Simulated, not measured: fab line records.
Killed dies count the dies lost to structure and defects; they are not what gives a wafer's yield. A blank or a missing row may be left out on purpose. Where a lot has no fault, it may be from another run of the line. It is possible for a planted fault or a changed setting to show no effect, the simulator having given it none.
Split-lot trial || flow n5_finfet || route with 1938 steps; 7 lots, 39 wafers read

== SPLIT DETAILS ==
At N5_FIN_CUT_CUT_ETCH_26 (etches SiNx in CH3F/O2, target depth 39 nm, time 55.7 s), the setting target_depth_a was moved away from the recipe's 390 angstrom on 9 of the 39 wafers read, by -7.2% to +7.5%. For the rest of the wafers, this setting stayed at what the recipe calls for.

The reading is taken at the split's own step.

== THE READING ==
etch.depth_nm (the simulator's own value, which no gauge read), in nm, at N5_FIN_CUT_CUT_ETCH_26 (etches SiNx in CH3F/O2, target depth 39 nm, time 55.7 s). The file gives no usual value for it. The 30 wafers here that ran the recipe average 38.95 nm, standard deviation 1.1 nm.

{"wafer": "L077.1", "tool, chamber at the split": "rie_diel-02, 3", "target_depth_a as run, angstrom": 390, "against the recipe": "recipe", "etch.depth_nm, nm": 38.97, "against lot-mates on the recipe": "-"}
{"wafer": "L077.2", "tool, chamber at the split": "rie_diel-02, 2", "target_depth_a as run, angstrom": 390, "against the recipe": "recipe", "etch.depth_nm, nm": 40.42, "against lot-mates on the recipe": "-"}
{"wafer": "L077.3", "tool, chamber at the split": "rie_diel-02, 0", "target_depth_a as run, angstrom": 390, "against the recipe": "recipe", "etch.depth_nm, nm": 40.94, "against lot-mates on the recipe": "-"}
{"wafer": "L077.4", "tool, chamber at the split": "rie_diel-02, 0", "target_depth_a as run, angstrom": 390, "against the recipe": "recipe", "etch.depth_nm, nm": 40.89, "against lot-mates on the recipe": "-"}
{"wafer": "L077.5", "tool, chamber at the split": "rie_diel-02, 2", "target_depth_a as run, angstrom": 390, "against the recipe": "recipe", "etch.depth_nm, nm": 40.41, "against lot-mates on the recipe": "-"}
{"wafer": "L077.6", "tool, chamber at the split": "rie_diel-02, 3", "target_depth_a as run, angstrom": 390, "against the recipe": "recipe", "etch.depth_nm, nm": 38.65, "against lot-mates on the recipe": "-"}
{"wafer": "L080.1", "tool, chamber at the split": "rie_diel-02, 0", "target_depth_a as run, angstrom": 390, "against the recipe": "recipe", "etch.depth_nm, nm": 40.52, "against lot-mates on the recipe": "-"}
{"wafer": "L080.2", "tool, chamber at the split": "rie_diel-02, 2", "target_depth_a as run, angstrom": 390, "against the recipe": "recipe", "etch.depth_nm, nm": 39.85, "against lot-mates on the recipe": "-"}
{"wafer": "L080.3", "tool, chamber at the split": "rie_diel-02, 1", "target_depth_a as run, angstrom": 390, "against the recipe": "recipe", "etch.depth_nm, nm": 38.57, "against lot-mates on the recipe": "-"}
{"wafer": "L080.4", "tool, chamber at the split": "rie_diel-02, 3", "target_depth_a as run, angstrom": 390, "against the recipe": "recipe", "etch.depth_nm, nm": 38.89, "against lot-mates on the recipe": "-"}
{"wafer": "L080.5", "tool, chamber at the split": "rie_diel-02, 3", "target_depth_a as run, angstrom": 390, "against the recipe": "recipe", "etch.depth_nm, nm": 38.68, "against lot-mates on the recipe": "-"}
{"wafer": "L080.6", "tool, chamber at the split": "rie_diel-02, 2", "target_depth_a as run, angstrom": 390, "against the recipe": "recipe", "etch.depth_nm, nm": 39.99, "against lot-mates on the recipe": "-"}
{"wafer": "L082.1", "tool, chamber at the split": "rie_diel-03, 3", "target_depth_a as run, angstrom": 419.2, "against the recipe": "+7.5%", "etch.depth_nm, nm": 40.95, "against lot-mates on the recipe": "+2.88"}
{"wafer": "L082.2", "tool, chamber at the split": "rie_diel-03, 1", "target_depth_a as run, angstrom": 390, "against the recipe": "recipe", "etch.depth_nm, nm": 37.71, "against lot-mates on the recipe": "-"}
{"wafer": "L082.3", "tool, chamber at the split": "rie_diel-03, 0", "target_depth_a as run, angstrom": 390, "against the recipe": "recipe", "etch.depth_nm, nm": 38.34, "against lot-mates on the recipe": "-"}
{"wafer": "L082.4", "tool, chamber at the split": "rie_diel-03, 2", "target_depth_a as run, angstrom": 419.2, "against the recipe": "+7.5%", "etch.depth_nm, nm": 42.63, "against lot-mates on the recipe": "+4.56"}
{"wafer": "L082.5", "tool, chamber at the split": "rie_diel-03, 3", "target_depth_a as run, angstrom": 390, "against the recipe": "recipe", "etch.depth_nm, nm": 38.15, "against lot-mates on the recipe": "-"}
{"wafer": "L082.6", "tool, chamber at the split": "rie_diel-03, 0", "target_depth_a as run, angstrom": 419.2, "against the recipe": "+7.5%", "etch.depth_nm, nm": 41.05, "against lot-mates on the recipe": "+2.98"}
{"wafer": "L089.1", "tool, chamber at the split": "rie_diel-03, 0", "target_depth_a as run, angstrom": 390, "against the recipe": "recipe", "etch.depth_nm, nm": 38.03, "against lot-mates on the recipe": "-"}
{"wafer": "L089.2", "tool, chamber at the split": "rie_diel-03, 3", "target_depth_a as run, angstrom": 418.5, "against the recipe": "+7.3%", "etch.depth_nm, nm": 40.67, "against lot-mates on the recipe": "+2.45"}
{"wafer": "L089.3", "tool, chamber at the split": "rie_diel-03, 2", "target_depth_a as run, angstrom": 418.5, "against the recipe": "+7.3%", "etch.depth_nm, nm": 41.91, "against lot-mates on the recipe": "+3.69"}
{"wafer": "L089.4", "tool, chamber at the split": "rie_diel-03, 1", "target_depth_a as run, angstrom": 390, "against the recipe": "recipe", "etch.depth_nm, nm": 37.42, "against lot-mates on the recipe": "-"}
{"wafer": "L089.5", "tool, chamber at the split": "rie_diel-03, 2", "target_depth_a as run, angstrom": 390, "against the recipe": "recipe", "etch.depth_nm, nm": 39.21, "against lot-mates on the recipe": "-"}
{"wafer": "L089.6", "tool, chamber at the split": "rie_diel-03, 1", "target_depth_a as run, angstrom": 418.5, "against the recipe": "+7.3%", "etch.depth_nm, nm": 40.17, "against lot-mates on the recipe": "+1.95"}
{"wafer": "L091.2", "tool, chamber at the split": "rie_diel-01, 3", "target_depth_a as run, angstrom": 390, "against the recipe": "recipe", "etch.depth_nm, nm": 37.67, "against lot-mates on the recipe": "-"}
{"wafer": "L091.4", "tool, chamber at the split": "rie_diel-01, 0", "target_depth_a as run, angstrom": 390, "against the recipe": "recipe", "etch.depth_nm, nm": 37.08, "against lot-mates on the recipe": "-"}
{"wafer": "L091.6", "tool, chamber at the split": "rie_diel-01, 3", "target_depth_a as run, angstrom": 390, "against the recipe": "recipe", "etch.depth_nm, nm": 37.41, "against lot-mates on the recipe": "-"}
{"wafer": "L093.1", "tool, chamber at the split": "rie_diel-03, 3", "target_depth_a as run, angstrom": 390, "against the recipe": "recipe", "etch.depth_nm, nm": 38.4, "against lot-mates on the recipe": "-"}
{"wafer": "L093.2", "tool, chamber at the split": "rie_diel-03, 1", "target_depth_a as run, angstrom": 390, "against the recipe": "recipe", "etch.depth_nm, nm": 37.64, "against lot-mates on the recipe": "-"}
{"wafer": "L093.3", "tool, chamber at the split": "rie_diel-03, 2", "target_depth_a as run, angstrom": 390, "against the recipe": "recipe", "etch.depth_nm, nm": 39.28, "against lot-mates on the recipe": "-"}
{"wafer": "L093.4", "tool, chamber at the split": "rie_diel-03, 0", "target_depth_a as run, angstrom": 390, "against the recipe": "recipe", "etch.depth_nm, nm": 38.21, "against lot-mates on the recipe": "-"}
{"wafer": "L093.5", "tool, chamber at the split": "rie_diel-03, 2", "target_depth_a as run, angstrom": 390, "against the recipe": "recipe", "etch.depth_nm, nm": 39.45, "against lot-mates on the recipe": "-"}
{"wafer": "L093.6", "tool, chamber at the split": "rie_diel-03, 3", "target_depth_a as run, angstrom": 390, "against the recipe": "recipe", "etch.depth_nm, nm": 38.37, "against lot-mates on the recipe": "-"}
{"wafer": "L095.1", "tool, chamber at the split": "rie_diel-02, 0", "target_depth_a as run, angstrom": 390, "against the recipe": "recipe", "etch.depth_nm, nm": 39.65, "against lot-mates on the recipe": "-"}
{"wafer": "L095.2", "tool, chamber at the split": "rie_diel-02, 3", "target_depth_a as run, angstrom": 361.9, "against the recipe": "-7.2%", "etch.depth_nm, nm": 35.93, "against lot-mates on the recipe": -3.81}
{"wafer": "L095.3", "tool, chamber at the split": "rie_diel-02, 2", "target_depth_a as run, angstrom": 390, "against the recipe": "recipe", "etch.depth_nm, nm": 39.7, "against lot-mates on the recipe": "-"}
{"wafer": "L095.4", "tool, chamber at the split": "rie_diel-02, 1", "target_depth_a as run, angstrom": 361.9, "against the recipe": "-7.2%", "etch.depth_nm, nm": 35.26, "against lot-mates on the recipe": -4.48}
{"wafer": "L095.5", "tool, chamber at the split": "rie_diel-02, 1", "target_depth_a as run, angstrom": 361.9, "against the recipe": "-7.2%", "etch.depth_nm, nm": 35.16, "against lot-mates on the recipe": -4.58}
{"wafer": "L095.6", "tool, chamber at the split": "rie_diel-02, 0", "target_depth_a as run, angstrom": 390, "against the recipe": "recipe", "etch.depth_nm, nm": 39.88, "against lot-mates on the recipe": "-"}

THE FIT
A straight line over all 39 wafers: etch.depth_nm changes by +0.372 nm for each +1% of target_depth_a; r = +0.78; the points scatter about the line by 1.1 nm.
The same after taking each lot's own level away (the mean of its wafers on the recipe; 39 wafers): +0.482 nm for each +1%; r = +0.92; scatter 0.73 nm.
That fit puts the effect of the largest move of target_depth_a on the reading at 3.6 nm.
The span of the lots' own levels, 37.387 to 40.047 nm, comes to 2.5 times the standard deviation stated above.
So the lot-to-lot level blurs the effect unless lot-mates are compared.
Check: for one of the wafers moved furthest among these (+7.5%), held out of the fit, the line's prediction against its lot-mates is +3.55 nm. Against them it came out at +2.88 nm.

== OTHER SPLITS APPLIED TO THESE WAFERS ==
Before the reading, these wafers also passed through other splits. Each is held against what the fit with the lots' levels taken away leaves over:
{"other split on the same wafers": "N5_FIN_SAQP_MANDREL_ETCH_22 target_depth_a", "wafers away from the commonest value": 15, "r with etch.depth_nm (lot level and that fit taken away)": -0.01}

== THE FILE'S OWN FIT ==
etch.depth_nm changes by +0.475 nm for each +1% of target_depth_a, r = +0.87.
